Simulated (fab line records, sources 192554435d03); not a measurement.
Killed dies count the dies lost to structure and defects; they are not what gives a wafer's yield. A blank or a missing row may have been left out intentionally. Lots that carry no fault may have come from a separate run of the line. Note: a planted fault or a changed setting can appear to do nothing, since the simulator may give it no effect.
The tool behind it: which one? || flow n5_finfet || Sampling: 10 lots, 27 wafers, 5 of 1938 route steps

WHAT EACH GAUGE READ, for each wafer
N5_BEOL_M0_CUTY_CD_MEAS_57 targets a cd of 200 nm. Usual: 200.2 nm for cd_nm, sd 1.
{"lot": "L744", "measured": "day 5 21:03", "on": "cd_sem-03", "cd_nm (nm)": "200.6 198.7 200.7", "flag": ""}
{"lot": "L745", "measured": "day 6 04:00", "on": "cd_sem-03", "cd_nm (nm)": "200.2 198.9 198.3", "flag": ""}
{"lot": "L746", "measured": "day 6 08:45", "on": "cd_sem-02", "cd_nm (nm)": "201.2 200.2", "flag": ""}
{"lot": "L748", "measured": "day 6 20:43", "on": "cd_sem-02", "cd_nm (nm)": "200.7 200.3 201.2", "flag": ""}
{"lot": "L750", "measured": "day 7 05:15", "on": "cd_sem-01", "cd_nm (nm)": "201.9 200.8 200.7", "flag": ""}
{"lot": "L752", "measured": "day 7 19:49", "on": "cd_sem-01", "cd_nm (nm)": "200.4 200.3 199.3", "flag": ""}
{"lot": "L753", "measured": "day 7 23:56", "on": "cd_sem-01", "cd_nm (nm)": "200.9 201.2 199.8", "flag": ""}
{"lot": "L758", "measured": "day 9 14:33", "on": "cd_sem-01", "cd_nm (nm)": "201.3 199.4", "flag": ""}
{"lot": "L763", "measured": "day 10 11:49", "on": "cd_sem-03", "cd_nm (nm)": "200.6 201.5", "flag": ""}
{"lot": "L764", "measured": "day 10 21:14", "on": "cd_sem-02", "cd_nm (nm)": "202.0 201.6 201.6", "flag": ""}

N5_BEOL_M4_RC_MEAS_101. Usual: DIBL_N 36.0 mV/V, standard deviation 2.2; DIBL_P 36.2 mV/V, standard deviation 2.4; IOFF_N 0.16 nA/um, standard deviation 0.035; IOFF_P 0.21 nA/um, standard deviation 0.037; ION_N 672 uA/um, standard deviation 13; ION_P 461 uA/um, standard deviation 7; SS_N 71.4 mV/dec, standard deviation 0.69; SS_P 73.2 mV/dec, standard deviation 0.75; VT_N 250 mV, standard deviation 3.4; VT_P -251 mV, standard deviation 3.
{"lot": "L744", "measured": "day 9 13:01", "on": "prober-01", "DIBL_N (mV/V)": "33.9 35.4 35.7", "DIBL_P (mV/V)": "34.2 35.7 36.5", "IOFF_N (nA/um)": "0.12 0.16 0.17", "IOFF_P (nA/um)": "0.17 0.19 0.21", "ION_N (uA/um)": "659 677 694", "ION_P (uA/um)": "451 457 467", "SS_N (mV/dec)": "71.3 71.1 70.8", "SS_P (mV/dec)": "73.7 73.4 73.6", "VT_N (mV)": "252 250 246", "VT_P (mV)": "-257 -253 -252", "flag": ""}
{"lot": "L745", "measured": "day 9 15:42", "on": "prober-02", "DIBL_N (mV/V)": "33.4 30.8 33.7", "DIBL_P (mV/V)": "33.8 32.2 34.7", "IOFF_N (nA/um)": "0.13 0.10 0.14", "IOFF_P (nA/um)": "0.17 0.16 0.19", "ION_N (uA/um)": "678 659 679", "ION_P (uA/um)": "460 462 465", "SS_N (mV/dec)": "70.8 70.2 70.8", "SS_P (mV/dec)": "72.1 72.1 72.4", "VT_N (mV)": "252 257 249", "VT_P (mV)": "-251 -254 -253", "flag": ""}
{"lot": "L746", "measured": "day 9 10:32", "on": "prober-01", "DIBL_N (mV/V)": "38.5 39.2", "DIBL_P (mV/V)": "37.1 37.9", "IOFF_N (nA/um)": "0.18 0.21", "IOFF_P (nA/um)": "0.22 0.24", "ION_N (uA/um)": "671 679", "ION_P (uA/um)": "458 458", "SS_N (mV/dec)": "72.7 71.8", "SS_P (mV/dec)": "73.8 73.9", "VT_N (mV)": "247 248", "VT_P (mV)": "-250 -246", "flag": ""}
{"lot": "L748", "measured": "day 10 16:19", "on": "prober-02", "DIBL_N (mV/V)": "34.8 34.9 33.5", "DIBL_P (mV/V)": "35.5 35.1 34.3", "IOFF_N (nA/um)": "0.14 0.14 0.12", "IOFF_P (nA/um)": "0.20 0.20 0.18", "ION_N (uA/um)": "672 666 661", "ION_P (uA/um)": "463 462 457", "SS_N (mV/dec)": "70.9 70.7 70.3", "SS_P (mV/dec)": "73.6 72.9 72.7", "VT_N (mV)": "252 251 254", "VT_P (mV)": "-252 -248 -251", "flag": ""}
{"lot": "L750", "measured": "day 10 19:05", "on": "prober-01", "DIBL_N (mV/V)": "35.2 32.3 35.6", "DIBL_P (mV/V)": "34.8 32.9 36.0", "IOFF_N (nA/um)": "0.14 0.11 0.14", "IOFF_P (nA/um)": "0.18 0.16 0.19", "ION_N (uA/um)": "665 655 667", "ION_P (uA/um)": "455 454 461", "SS_N (mV/dec)": "71.1 70.3 71.0", "SS_P (mV/dec)": "72.2 71.8 72.8", "VT_N (mV)": "253 254 251", "VT_P (mV)": "-255 -252 -254", "flag": ""}
{"lot": "L752", "measured": "day 11 00:42", "on": "prober-01", "DIBL_N (mV/V)": "38.1 38.7 37.8", "DIBL_P (mV/V)": "37.4 40.3 39.1", "IOFF_N (nA/um)": "0.20 0.22 0.19", "IOFF_P (nA/um)": "0.21 0.26 0.23", "ION_N (uA/um)": "667 690 677", "ION_P (uA/um)": "455 466 459", "SS_N (mV/dec)": "72.1 71.9 71.7", "SS_P (mV/dec)": "73.1 74.4 73.5", "VT_N (mV)": "250 244 248", "VT_P (mV)": "-252 -246 -252", "flag": ""}
{"lot": "L753", "measured": "day 11 21:04", "on": "prober-02", "DIBL_N (mV/V)": "40.6 37.0 39.7", "DIBL_P (mV/V)": "41.8 38.9 41.3", "IOFF_N (nA/um)": "0.22 0.14 0.20", "IOFF_P (nA/um)": "0.27 0.20 0.24", "ION_N (uA/um)": "697 661 671", "ION_P (uA/um)": "467 457 457", "SS_N (mV/dec)": "72.3 71.7 72.9", "SS_P (mV/dec)": "74.2 73.3 74.5", "VT_N (mV)": "246 254 247", "VT_P (mV)": "-247 -249 -249", "flag": ""}
{"lot": "L758", "measured": "day 13 14:25", "on": "prober-02", "DIBL_N (mV/V)": "35.7 34.8", "DIBL_P (mV/V)": "36.3 36.3", "IOFF_N (nA/um)": "0.16 0.15", "IOFF_P (nA/um)": "0.20 0.20", "ION_N (uA/um)": "673 669", "ION_P (uA/um)": "466 458", "SS_N (mV/dec)": "71.7 71.0", "SS_P (mV/dec)": "73.6 73.3", "VT_N (mV)": "251 250", "VT_P (mV)": "-253 -253", "flag": ""}
{"lot": "L763", "measured": "day 14 10:21", "on": "prober-02", "DIBL_N (mV/V)": "33.6 34.2", "DIBL_P (mV/V)": "33.7 34.5", "IOFF_N (nA/um)": "0.11 0.13", "IOFF_P (nA/um)": "0.16 0.16", "ION_N (uA/um)": "645 658", "ION_P (uA/um)": "447 449", "SS_N (mV/dec)": "70.1 70.9", "SS_P (mV/dec)": "71.8 72.6", "VT_N (mV)": "254 253", "VT_P (mV)": "-254 -252", "flag": ""}
{"lot": "L764", "measured": "day 14 04:13", "on": "prober-01", "DIBL_N (mV/V)": "36.3 36.5 39.1", "DIBL_P (mV/V)": "35.8 36.5 39.1", "IOFF_N (nA/um)": "0.16 0.16 0.21", "IOFF_P (nA/um)": "0.18 0.19 0.23", "ION_N (uA/um)": "681 684 696", "ION_P (uA/um)": "460 460 462", "SS_N (mV/dec)": "71.5 71.9 71.9", "SS_P (mV/dec)": "72.7 73.1 73.3", "VT_N (mV)": "248 253 245", "VT_P (mV)": "-254 -252 -251", "flag": ""}

TOOL THAT RAN EACH LOT (tool first, then ch and the chambers of the sampled wafers, then the start)
{"lot": "L744", "N5_BEOL_M0_SAQP_ETCH_107": "rie_diel-05 ch 0,2,3, day 5 18:04", "N5_BEOL_M0_SAQP_STRIP_108": "rie_diel-05 ch 0,2,3, day 5 18:07", "N5_BEOL_M0_SAQP_ALD_48": "ald_sin-02 ch 0,3, day 5 20:02"}
{"lot": "L745", "N5_BEOL_M0_SAQP_ETCH_107": "rie_diel-02 ch 0,1,3, day 6 00:43", "N5_BEOL_M0_SAQP_STRIP_108": "rie_diel-02 ch 0,1,3, day 6 00:45", "N5_BEOL_M0_SAQP_ALD_48": "ald_sin-04 ch 1,3, day 6 03:07"}
{"lot": "L746", "N5_BEOL_M0_SAQP_ETCH_107": "rie_diel-01 ch 2,3, day 6 05:43", "N5_BEOL_M0_SAQP_STRIP_108": "rie_diel-01 ch 2,3, day 6 05:45", "N5_BEOL_M0_SAQP_ALD_48": "ald_sin-02 ch 0,1, day 6 07:44"}
{"lot": "L748", "N5_BEOL_M0_SAQP_ETCH_107": "rie_diel-01 ch 0,1, day 6 17:29", "N5_BEOL_M0_SAQP_STRIP_108": "rie_diel-01 ch 0,1, day 6 17:32", "N5_BEOL_M0_SAQP_ALD_48": "ald_sin-03 ch 0,1,3, day 6 19:49"}
{"lot": "L750", "N5_BEOL_M0_SAQP_ETCH_107": "rie_diel-02 ch 2,3, day 7 02:31", "N5_BEOL_M0_SAQP_STRIP_108": "rie_diel-02 ch 2,3, day 7 02:33", "N5_BEOL_M0_SAQP_ALD_48": "ald_sin-03 ch 0,1,3, day 7 04:21"}
{"lot": "L752", "N5_BEOL_M0_SAQP_ETCH_107": "rie_diel-05 ch 0,3, day 7 16:53", "N5_BEOL_M0_SAQP_STRIP_108": "rie_diel-05 ch 0,3, day 7 16:56", "N5_BEOL_M0_SAQP_ALD_48": "ald_sin-02 ch 0,1,2, day 7 18:55"}
{"lot": "L753", "N5_BEOL_M0_SAQP_ETCH_107": "rie_diel-05 ch 0,1,2, day 7 21:05", "N5_BEOL_M0_SAQP_STRIP_108": "rie_diel-05 ch 0,1,2, day 7 21:08", "N5_BEOL_M0_SAQP_ALD_48": "ald_sin-04 ch 0,2,3, day 7 22:55"}
{"lot": "L758", "N5_BEOL_M0_SAQP_ETCH_107": "rie_diel-05 ch 1,2, day 9 11:37", "N5_BEOL_M0_SAQP_STRIP_108": "rie_diel-05 ch 1,2, day 9 11:39", "N5_BEOL_M0_SAQP_ALD_48": "ald_sin-04 ch 0, day 9 13:32"}
{"lot": "L763", "N5_BEOL_M0_SAQP_ETCH_107": "rie_diel-02 ch 1, day 10 09:05", "N5_BEOL_M0_SAQP_STRIP_108": "rie_diel-02 ch 1, day 10 09:07", "N5_BEOL_M0_SAQP_ALD_48": "ald_sin-04 ch 2,3, day 10 10:55"}
{"lot": "L764", "N5_BEOL_M0_SAQP_ETCH_107": "rie_diel-02 ch 0,1,3, day 10 18:22", "N5_BEOL_M0_SAQP_STRIP_108": "rie_diel-02 ch 0,1,3, day 10 18:25", "N5_BEOL_M0_SAQP_ALD_48": "ald_sin-03 ch 1,2, day 10 20:13"}
- N5_BEOL_M0_SAQP_ETCH_107: etches SiNx in CH3F/O2, target depth 30 nm.
- N5_BEOL_M0_SAQP_STRIP_108: strips in N2/H2.
- N5_BEOL_M0_SAQP_ALD_48: deposits SiO2, target thk 20 nm, pulse time 1 s, co reactant pulse time 1 s.

AS READ BY THE TOOLS THEMSELVES (means over the sampled wafers that have a number; for cases with no such wafer, the mark the record gives instead)
N5_BEOL_M0_SAQP_ETCH_107. Usual: drypump_motor_current_A 5.8 A, standard deviation 0.39; oes_product_au 0.77 a.u., standard deviation 0.089; rf_vpp_V 299 V, standard deviation 5.1; showerhead_plenum_p_Torr 2.03 Torr, standard deviation 0.062; throttle_valve_pct 16.45 %, standard deviation 0.2.
{"lot": "L744", "tool": "rie_diel-05", "drypump_motor_current_A (A)": 5.6, "oes_product_au (a.u.)": 0.72, "rf_vpp_V (V)": 300, "showerhead_plenum_p_Torr (Torr)": 2.02, "throttle_valve_pct (%)": 16.45, "flag": ""}
{"lot": "L745", "tool": "rie_diel-02", "drypump_motor_current_A (A)": 5.8, "oes_product_au (a.u.)": 0.79, "rf_vpp_V (V)": 298, "showerhead_plenum_p_Torr (Torr)": 2.09, "throttle_valve_pct (%)": 16.46, "flag": ""}
{"lot": "L746", "tool": "rie_diel-01", "drypump_motor_current_A (A)": 5.9, "oes_product_au (a.u.)": 0.79, "rf_vpp_V (V)": 298, "showerhead_plenum_p_Torr (Torr)": 1.96, "throttle_valve_pct (%)": 16.45, "flag": ""}
{"lot": "L748", "tool": "rie_diel-01", "drypump_motor_current_A (A)": 6.1, "oes_product_au (a.u.)": 0.82, "rf_vpp_V (V)": 299, "showerhead_plenum_p_Torr (Torr)": 2.05, "throttle_valve_pct (%)": 16.62, "flag": ""}
{"lot": "L750", "tool": "rie_diel-02", "drypump_motor_current_A (A)": 6.1, "oes_product_au (a.u.)": 0.77, "rf_vpp_V (V)": 297, "showerhead_plenum_p_Torr (Torr)": 2.03, "throttle_valve_pct (%)": 16.22, "flag": ""}
{"lot": "L752", "tool": "rie_diel-05", "drypump_motor_current_A (A)": 6.0, "oes_product_au (a.u.)": 0.69, "rf_vpp_V (V)": 299, "showerhead_plenum_p_Torr (Torr)": 2.06, "throttle_valve_pct (%)": 16.54, "flag": ""}
{"lot": "L753", "tool": "rie_diel-05", "drypump_motor_current_A (A)": 5.7, "oes_product_au (a.u.)": 0.74, "rf_vpp_V (V)": 300, "showerhead_plenum_p_Torr (Torr)": 2.00, "throttle_valve_pct (%)": 16.39, "flag": ""}
{"lot": "L758", "tool": "rie_diel-05", "drypump_motor_current_A (A)": 5.5, "oes_product_au (a.u.)": 0.74, "rf_vpp_V (V)": 302, "showerhead_plenum_p_Torr (Torr)": 1.96, "throttle_valve_pct (%)": 16.34, "flag": ""}
{"lot": "L763", "tool": "rie_diel-02", "drypump_motor_current_A (A)": 5.7, "oes_product_au (a.u.)": 0.91, "rf_vpp_V (V)": 300, "showerhead_plenum_p_Torr (Torr)": 2.06, "throttle_valve_pct (%)": 16.16, "flag": ""}
{"lot": "L764", "tool": "rie_diel-02", "drypump_motor_current_A (A)": 5.8, "oes_product_au (a.u.)": 0.84, "rf_vpp_V (V)": 297, "showerhead_plenum_p_Torr (Torr)": 2.08, "throttle_valve_pct (%)": 16.38, "flag": ""}

N5_BEOL_M0_SAQP_STRIP_108. Usual: drypump_motor_current_A 5.8 A, standard deviation 0.39; oes_product_au 0.77 a.u., standard deviation 0.089; rf_vpp_V 122.1 V, standard deviation 1; showerhead_plenum_p_Torr 3.40 Torr, standard deviation 0.11; throttle_valve_pct 18.94 %, standard deviation 0.25.
{"lot": "L744", "tool": "rie_diel-05", "drypump_motor_current_A (A)": 5.6, "oes_product_au (a.u.)": 0.72, "rf_vpp_V (V)": 122.3, "showerhead_plenum_p_Torr (Torr)": 3.37, "throttle_valve_pct (%)": 18.96, "flag": ""}
{"lot": "L745", "tool": "rie_diel-02", "drypump_motor_current_A (A)": 5.8, "oes_product_au (a.u.)": 0.80, "rf_vpp_V (V)": 123.6, "showerhead_plenum_p_Torr (Torr)": 3.50, "throttle_valve_pct (%)": 19.03, "flag": ""}
{"lot": "L746", "tool": "rie_diel-01", "drypump_motor_current_A (A)": 5.8, "oes_product_au (a.u.)": 0.80, "rf_vpp_V (V)": 121.9, "showerhead_plenum_p_Torr (Torr)": 3.28, "throttle_valve_pct (%)": 18.70, "flag": ""}
{"lot": "L748", "tool": "rie_diel-01", "drypump_motor_current_A (A)": 6.1, "oes_product_au (a.u.)": 0.82, "rf_vpp_V (V)": 121.5, "showerhead_plenum_p_Torr (Torr)": 3.45, "throttle_valve_pct (%)": 19.18, "flag": ""}
{"lot": "L750", "tool": "rie_diel-02", "drypump_motor_current_A (A)": 6.2, "oes_product_au (a.u.)": 0.77, "rf_vpp_V (V)": 121.4, "showerhead_plenum_p_Torr (Torr)": 3.42, "throttle_valve_pct (%)": 18.92, "flag": ""}
{"lot": "L752", "tool": "rie_diel-05", "drypump_motor_current_A (A)": 6.0, "oes_product_au (a.u.)": 0.69, "rf_vpp_V (V)": 121.7, "showerhead_plenum_p_Torr (Torr)": 3.45, "throttle_valve_pct (%)": 19.20, "flag": ""}
{"lot": "L753", "tool": "rie_diel-05", "drypump_motor_current_A (A)": 5.8, "oes_product_au (a.u.)": 0.73, "rf_vpp_V (V)": 121.9, "showerhead_plenum_p_Torr (Torr)": 3.34, "throttle_valve_pct (%)": 18.87, "flag": ""}
{"lot": "L758", "tool": "rie_diel-05", "drypump_motor_current_A (A)": 5.5, "oes_product_au (a.u.)": 0.73, "rf_vpp_V (V)": 120.7, "showerhead_plenum_p_Torr (Torr)": 3.27, "throttle_valve_pct (%)": 18.66, "flag": ""}
{"lot": "L763", "tool": "rie_diel-02", "drypump_motor_current_A (A)": 5.7, "oes_product_au (a.u.)": 0.92, "rf_vpp_V (V)": 121.8, "showerhead_plenum_p_Torr (Torr)": 3.42, "throttle_valve_pct (%)": 18.66, "flag": ""}
{"lot": "L764", "tool": "rie_diel-02", "drypump_motor_current_A (A)": 5.8, "oes_product_au (a.u.)": 0.85, "rf_vpp_V (V)": 122.3, "showerhead_plenum_p_Torr (Torr)": 3.48, "throttle_valve_pct (%)": 18.95, "flag": ""}

N5_BEOL_M0_SAQP_ALD_48. Usual: heater_power_w 79 W, standard deviation 8.4; precursor_pulse_height_rel 1.002, standard deviation 0.02.
{"lot": "L744", "tool": "ald_sin-02", "heater_power_w (W)": 83, "precursor_pulse_height_rel": 1.002, "flag": ""}
{"lot": "L745", "tool": "ald_sin-04", "heater_power_w (W)": 76, "precursor_pulse_height_rel": 0.998, "flag": ""}
{"lot": "L746", "tool": "ald_sin-02", "heater_power_w (W)": 86, "precursor_pulse_height_rel": 0.984, "flag": ""}
{"lot": "L748", "tool": "ald_sin-03", "heater_power_w (W)": 73, "precursor_pulse_height_rel": 0.997, "flag": ""}
{"lot": "L750", "tool": "ald_sin-03", "heater_power_w (W)": 71, "precursor_pulse_height_rel": 0.997, "flag": ""}
{"lot": "L752", "tool": "ald_sin-02", "heater_power_w (W)": 84, "precursor_pulse_height_rel": 1.008, "flag": ""}
{"lot": "L753", "tool": "ald_sin-04", "heater_power_w (W)": 81, "precursor_pulse_height_rel": 0.995, "flag": ""}
{"lot": "L758", "tool": "ald_sin-04", "heater_power_w (W)": 78, "precursor_pulse_height_rel": 1.031, "flag": ""}
{"lot": "L763", "tool": "ald_sin-04", "heater_power_w (W)": 80, "precursor_pulse_height_rel": 0.996, "flag": ""}
{"lot": "L764", "tool": "ald_sin-03", "heater_power_w (W)": 81, "precursor_pulse_height_rel": 0.994, "flag": ""}

THE ANSWER, worked out from the rows above alone
Rule: take the mean of a lot's wafers that have a number; if it is more than 3 standard deviations from the usual mean, the lot is off. A lot without any number at a reading at which 4 lots or more have one is off too. The other lots that the step has rows for count as sound. First the gauges in route order, then the tools' own readings, where a lot's mean is used as printed above. At the first step where some lot is off, the reading lying furthest off is the one used; lots without a number count as furthest.
No lot is off at any reading shown: from this, nothing can be told.

WHAT WAS PUT IN BY THE SIMULATOR
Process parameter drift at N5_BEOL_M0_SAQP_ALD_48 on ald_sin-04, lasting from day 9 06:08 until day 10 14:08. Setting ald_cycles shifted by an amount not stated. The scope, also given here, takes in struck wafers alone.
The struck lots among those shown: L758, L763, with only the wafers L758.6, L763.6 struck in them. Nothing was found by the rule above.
